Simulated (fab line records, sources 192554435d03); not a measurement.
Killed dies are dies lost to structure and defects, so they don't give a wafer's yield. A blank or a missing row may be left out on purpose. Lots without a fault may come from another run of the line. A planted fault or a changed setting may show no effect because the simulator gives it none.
Chamber matching | flow n5_finfet | N5_MIM_TOP_LITHO_DESCUM_10 on rie_diel-04: 4 sister chambers
The step chemistry O2, time 7.9 s. 20 wafers are shown with their chamber, then 10 later ones without.

WAFERS WITH THEIR CHAMBER
wafer  | chamber | showerhead_plenum_p_Torr (Torr) | throttle_valve_pct (%) | drypump_motor_current_A (A)
L081.2 | 2       | 2.19                            | 20.63                  | 5.8
L081.3 | 0       | 2.14                            | 20.43                  | 5.3
L081.5 | 2       | 2.19                            | 20.63                  | 5.8
L082.3 | 3       | 2.05                            | 20.44                  | 5.4
L082.4 | 1       | 2.14                            | 20.27                  | 5.4
L082.6 | 2       | 2.19                            | 20.64                  | 5.8
L083.4 | 1       | 2.14                            | 20.30                  | 5.4
L083.5 | 0       | 2.14                            | 20.42                  | 5.3
L083.6 | 1       | 2.14                            | 20.28                  | 5.4
L084.2 | 2       | 2.19                            | 20.64                  | 5.9
L084.4 | 3       | 2.05                            | 20.45                  | 5.3
L084.6 | 2       | 2.19                            | 20.63                  | 5.9
L088.1 | 1       | 2.13                            | 20.30                  | 5.4
L088.2 | 2       | 2.18                            | 20.65                  | 5.8
L088.3 | 0       | 2.14                            | 20.45                  | 5.3
L087.2 | 0       | 2.14                            | 20.44                  | 5.3
L087.3 | 2       | 2.18                            | 20.65                  | 5.8
L087.6 | 2       | 2.18                            | 20.67                  | 5.8
L090.1 | 0       | 2.13                            | 20.46                  | 5.3
L090.3 | 1       | 2.13                            | 20.31                  | 5.4

SIGNATURES (means of the wafers above)
reading                  | chamber 0 | chamber 1 | chamber 2 | chamber 3 | scatter within a chamber
showerhead_plenum_p_Torr | 2.1380    | 2.1360    | 2.1863    | 2.0500    | 0.00492
throttle_valve_pct       | 20.4400   | 20.2920   | 20.6425   | 20.4450   | 0.0147
drypump_motor_current_A  | 5.300     | 5.400     | 5.825     | 5.350     | 0.0354
Rule: a wafer's distance from a chamber is the root of the sum, over the readings, of the square of ((its reading less the chamber's mean) divided by the reading's scatter). The wafer belongs to the nearest chamber; if the next one is less than 2 further off, it can't be placed. The scatter: the root of (the sum of the squares of (reading less its chamber's mean) over the shown wafers, divided by (wafers less chambers)).

WAFERS WITHOUT THEIR CHAMBER
wafer  | showerhead_plenum_p_Torr (Torr) | throttle_valve_pct (%) | drypump_motor_current_A (A)
L090.5 | 2.04                            | 20.45                  | 5.3
L091.1 | 2.13                            | 20.49                  | 5.3
L091.2 | 2.13                            | 20.32                  | 5.4
L091.4 | 2.04                            | 20.48                  | 5.4
L092.1 | 2.04                            | 20.49                  | 5.3
L092.3 | 2.18                            | 20.69                  | 5.9
L092.4 | 2.13                            | 20.47                  | 5.3
L094.2 | 2.04                            | 20.48                  | 5.3
L094.3 | 2.13                            | 20.48                  | 5.3
L094.5 | 2.18                            | 20.70                  | 5.8

WHICH CHAMBER EACH WENT THROUGH
wafer  | from the rows above | in truth
L090.5 | 3                   | 3
L091.1 | 0                   | 0
L091.2 | 1                   | 1
L091.4 | 3                   | 3
L092.1 | 3                   | 3
L092.3 | 2                   | 2
L092.4 | 0                   | 0
L094.2 | 3                   | 3
L094.3 | 0                   | 0
L094.5 | 2                   | 2
Placed correctly: 10 of 10. Can't be placed from these rows: 0. Placed wrongly: 0.
